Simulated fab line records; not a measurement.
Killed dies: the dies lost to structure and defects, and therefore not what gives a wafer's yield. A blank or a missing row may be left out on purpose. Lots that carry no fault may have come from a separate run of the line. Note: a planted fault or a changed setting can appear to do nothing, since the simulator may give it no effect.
Which tool is to blame?	flow nand-harc	18 wafers from 6 lots sampled at 4 of the route's 1302 steps

## WHAT EACH GAUGE READ, for each wafer
NHARC_END_SORT_01.
lot	measured	on	killed-at-periphery
L922	day 26 00:02	prober-01	5 2 3
L926	day 27 16:37	prober-01	9 4 4
L929	day 29 03:21	prober-02	24 14 17
L931	day 30 02:36	prober-02	20 24 13
L939	day 33 03:21	prober-02	4 2 8
L941	day 34 19:59	prober-02	3 3 0

## WHICH TOOL RAN EACH LOT (tool, then ch and the chambers of the sampled wafers, then the start)
lot	NHARC_P_GATE_OXIDE_02	NHARC_P_GATE_ETCH_104	NHARC_P_GATE_HM_OPEN_105
L922	furnace-03 ch 0, day 5 23:44	rie-diel-08 ch 0,1,3, day 6 22:08	rie-diel-08 ch 0,1,2, day 26 00:02 or earlier
L926	furnace-03 ch 0, day 7 16:21	rie-diel-01 ch 0,2,3, day 8 13:22	rie-diel-01 ch 0,1,3, day 27 16:37 or earlier
L929	furnace-03 ch 0, day 9 01:16	rie-diel-04 ch 0,2,3, day 9 20:53	rie-diel-04 ch 0,2,3, day 29 03:21 or earlier
L931	furnace-03 ch 0, day 9 17:35	rie-diel-01 ch 2,3, day 10 13:02	rie-diel-01 ch 1,2,3, day 30 02:36 or earlier
L939	furnace-03 ch 0, day 12 23:11	rie-diel-04 ch 0,1,2, day 13 22:50	rie-diel-04 ch 0,2, day 33 03:21 or earlier
L941	furnace-06 ch 0, day 13 22:29	rie-diel-01 ch 0,1, day 14 22:00	rie-diel-01 ch 2,3, day 34 19:59 or earlier
- NHARC_P_GATE_OXIDE_02: material SiO2, target thk 37.5 nm, ox time 365 s.
- NHARC_P_GATE_ETCH_104: etches the open film in CF4/CHF3, target depth 60 nm.
- NHARC_P_GATE_HM_OPEN_105: chemistry O2/COS, target depth 360 nm.

## THE ANSWER, worked out from the rows above alone
Rule: the usual values come from the lots themselves. The widest of any qualifying gaps counts: lots, ordered by their means at a reading, are off when they make up no more than a third of the lots, leave a main group of 4 or more, and stand apart from it by 3 or more times the standard deviation of that group's means. The tables above print the reading to a certain number of digits; a main group whose means all agree to those digits is not used. A lot without any number at a reading at which 4 lots or more have one is off too. Where the step has rows for the other lots, those lots are counted as sound.
Off, at NHARC_END_SORT_01 on killed-at-periphery: L929, L931. Mean 3.9 and standard deviation 1.4 in the main group.
If a tool, at a process step before that reading, ran all the lots that are off and no sound lot after the first of them, it fits. Those tools and the gauges at NHARC_END_SORT_01 are tried in the same way. NHARC_P_GATE_HM_OPEN_105: start missing for some lots; hours and lot order therefore follow NHARC_END_SORT_01. Of those tried, none fits.

## WHAT THE SIMULATOR HAD INSERTED
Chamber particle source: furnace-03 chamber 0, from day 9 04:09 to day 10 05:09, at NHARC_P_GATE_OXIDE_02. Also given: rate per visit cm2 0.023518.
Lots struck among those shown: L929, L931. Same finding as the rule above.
